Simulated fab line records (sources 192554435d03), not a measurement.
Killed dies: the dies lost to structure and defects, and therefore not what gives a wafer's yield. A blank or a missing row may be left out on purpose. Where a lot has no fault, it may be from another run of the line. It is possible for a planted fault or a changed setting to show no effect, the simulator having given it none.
Split-lot trial	flow n5-finfet	7 lots, 21 wafers read, on a route of 1938 steps

== THE SPLIT ITSELF ==
At N5_MOL_CONTACT_COAG_COAT_62 (time 60 s, resist thk 60 nm), the setting spin-rpm was moved away from the recipe's 1500 rpm on 10 of the 21 wafers read, by -7.8% to +7.3%. This setting was run at the recipe's value on the other wafers.

== FROM THE SPLIT TO THE READING: what the file shows between them, 12 steps ==
- N5_MOL_CONTACT_COAG_EXPOSE_37: exposes mask VD, defocus 0 nm (also split here: dose-mj)
- N5_MOL_CONTACT_COAG_PEB_38: peb time 60 s
- N5_MOL_CONTACT_COAG_DEVELOP_39: develop time 30 s
- N5_MOL_CONTACT_COAG_CD_MEAS_40: target cd 25.1 nm
- N5_MOL_CONTACT_COAG_ALD_133: deposits SiO2, target thk 5 nm, pulse time 1 s, co reactant pulse time 1 s
- N5_MOL_CONTACT_COAG_ETCHBACK_134: etches SiO2 in CHF3, target depth 10 nm, time 6.7 s
- N5_MOL_CONTACT_COAG_ETCH_67: etches SOC in N2/H2, target depth 60 nm, overetch 21 nm, time 101.2 s
- N5_MOL_CONTACT_COAG_STRIP_68: strips in N2/H2
- N5_MOL_CONTACT_COAG_STRIP_69: strips in N2/H2
- N5_MOL_CONTACT_COAG_ETCHBACK_136: etches SiO2 in CHF3, target depth 25 nm, time 16.7 s
- N5_MOL_CONTACT_COAG_STRIP_120: strips in CHF3
- N5_MOL_CONTACT_COAG_VIA_ETCH_117: etches SiO2 in C4F6/O2, target depth 40 nm, overetch 8 nm, time 26 s

== THE READING ==
SOC_of_MOL_CONTACT_COAG_COAT_62.thk-nm (the simulator's own value, which no gauge read), in nm, at N5_MOL_CONTACT_COAG_ETCH_124 (etches SiNx in CH3F/O2, stops on SiOC, target depth 6.5 nm). The file does not state a usual value for it. Here, 11 wafers ran the recipe; their average is 48.4 nm with a standard deviation of 0.17 nm.

wafer	tool, chamber at the split	spin-rpm as run, rpm	against the recipe	SOC_of_MOL_CONTACT_COAG_COAT_62.thk-nm, nm	against lot-mates on the recipe
L079.3	litho-track-01, 0	1603	+6.9%	46.6	-1.8
L079.5	litho-track-01, 0	1500	recipe	48.4	-
L079.6	litho-track-01, 0	1603	+6.9%	46.8	-1.6
L086.2	litho-track-04, 0	1392	-7.2%	50.6	+1.8
L086.6	litho-track-04, 0	1392	-7.2%	50.6	+1.8
L086.3	litho-track-04, 0	1500	recipe	48.8	-
L088.2	litho-track-01, 0	1500	recipe	48.2	-
L088.4	litho-track-01, 0	1500	recipe	48.2	-
L088.6	litho-track-01, 0	1500	recipe	48.4	-
L091.1	litho-track-04, 0	1500	recipe	48.2	-
L091.4	litho-track-04, 0	1608	+7.2%	46.2	-2.0
L091.6	litho-track-04, 0	1608	+7.2%	46	-2.2
L092.1	litho-track-03, 0	1500	recipe	48.4	-
L092.6	litho-track-03, 0	1500	recipe	48.4	-
L092.3	litho-track-03, 0	1609	+7.3%	46.6	-1.8
L095.2	litho-track-01, 0	1500	recipe	48.4	-
L095.4	litho-track-01, 0	1500	recipe	48.4	-
L095.5	litho-track-01, 0	1396	-6.9%	50.4	+2.0
L097.3	litho-track-03, 0	1500	recipe	48.2	-
L097.4	litho-track-03, 0	1383	-7.8%	50.4	+2.2
L097.5	litho-track-03, 0	1383	-7.8%	50.2	+2.0

FIT RESULTS
A straight line over all 21 wafers: SOC_of_MOL_CONTACT_COAG_COAT_62.thk-nm changes by -0.276 nm for each +1% of spin-rpm; r = -0.99; the points scatter about the line by 0.22 nm.
The same after taking each lot's own level away (the mean of its wafers on the recipe; 21 wafers): -0.266 nm for each +1%; r = -1.00; scatter 0.12 nm.
According to that fit, moving spin-rpm by its largest amount changes the reading by 2.1 nm.
From 48.20 to 48.80 nm: that is the span of the lots' own levels, equal to 3.6 times the standard deviation above.
The two slopes agree, so the slope changes little with the lot-to-lot level.
Check: +2.05 nm against its lot-mates is what the line predicts for one of the wafers moved furthest among these (-7.8%) when that wafer is left out of the fit. Against them it came out at +2.2 nm.

== OTHER SPLITS ON THESE WAFERS ==
Before the reading, these wafers also passed through other splits. Each is held against what the fit with the lots' levels taken away leaves over:
other split on the same wafers	wafers away from the commonest value	r with SOC_of_MOL_CONTACT_COAG_COAT_62.thk-nm (lot level and that fit taken away)
N5_MOL_CONTACT_COAG_EXPOSE_37 dose-mj	4	+0.25

== THE WHOLE CHAIN: every reading that the file lists as answering this split, in the file's order ==
step	what it does	reading	change (the file's fit)	r (the file's)
N5_MOL_CONTACT_COAG_COAT_62	time 60 s, resist thk 60 nm	SOC_of_MOL_CONTACT_COAG_COAT_62.thk-nm (the simulator's own value, which no gauge read)	-0.298 nm for each +1% of the setting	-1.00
N5_MOL_CONTACT_COAG_ETCH_67	etches SOC in N2/H2, target depth 60 nm, overetch 21 nm, time 101.2 s	etch.depth-nm (the simulator's own value, which no gauge read)	-0.302 nm for each +1% of the setting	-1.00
N5_MOL_CONTACT_COAG_ETCHBACK_136	etches SiO2 in CHF3, target depth 25 nm, time 16.7 s	SOC_of_MOL_CONTACT_COAG_COAT_62.thk-nm (the simulator's own value, which no gauge read)	-0.294 nm for each +1% of the setting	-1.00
N5_MOL_CONTACT_COAG_ETCH_124	etches SiNx in CH3F/O2, stops on SiOC, target depth 6.5 nm	SOC_of_MOL_CONTACT_COAG_COAT_62.thk-nm (the simulator's own value, which no gauge read)	-0.266 nm for each +1% of the setting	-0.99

== THE FILE'S OWN FIT ==
SOC_of_MOL_CONTACT_COAG_COAT_62.thk-nm changes by -0.266 nm for each +1% of spin-rpm, r = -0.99.
